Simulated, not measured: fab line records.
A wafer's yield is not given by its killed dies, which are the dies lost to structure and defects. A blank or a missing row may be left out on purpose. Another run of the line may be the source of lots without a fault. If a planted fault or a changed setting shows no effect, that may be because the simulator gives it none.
Matching of chambers	flow nandHarc	rieDiel-08 running NHARC_A_M0_STRIP_18: 4 sister chambers
The step strips in N2/H2. 4 wafers are shown with their chamber, then 7 later ones without.

== WAFERS, EACH WITH ITS CHAMBER ==
wafer	chamber	drypumpMotorCurrentA (A)
L078.3	2	6.3
L079.5	3	5.2
L083.1	0	5.5
L083.5	1	5.7

== WAFERS WHOSE CHAMBER IS MISSING ==
wafer	drypumpMotorCurrentA (A)
L083.6	6.3
L088.1	5.7
L088.2	6.3
L088.3	5.2
L095.2	5.6
L095.3	5.2
L095.6	5.6

== CHAMBER TAKEN BY EACH ==
wafer	from the rows above	in truth
L083.6	2	2
L088.1	1	1
L088.2	2	2
L088.3	3	3
L095.2	can't be placed: 0 or 1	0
L095.3	3	3
L095.6	can't be placed: 0 or 1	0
Correctly placed: 5 of 7. Can't be placed from these rows: 2 (the true chamber is among the candidates in 2). Number placed wrongly: 0.
How it was worked out, from the rows above alone: a wafer's distance from a chamber is the root of the sum, over the readings, of the square of ((its reading less the chamber's mean) divided by the reading's scatter). If the next closest chamber is less than 2 further off than the closest, the wafer can't be placed; otherwise it belongs to the closest. A chamber's mean is the mean of its shown wafers. The scatter: root of mean squared gap, hidden wafer to nearest shown wafer, with one shown wafer a chamber.
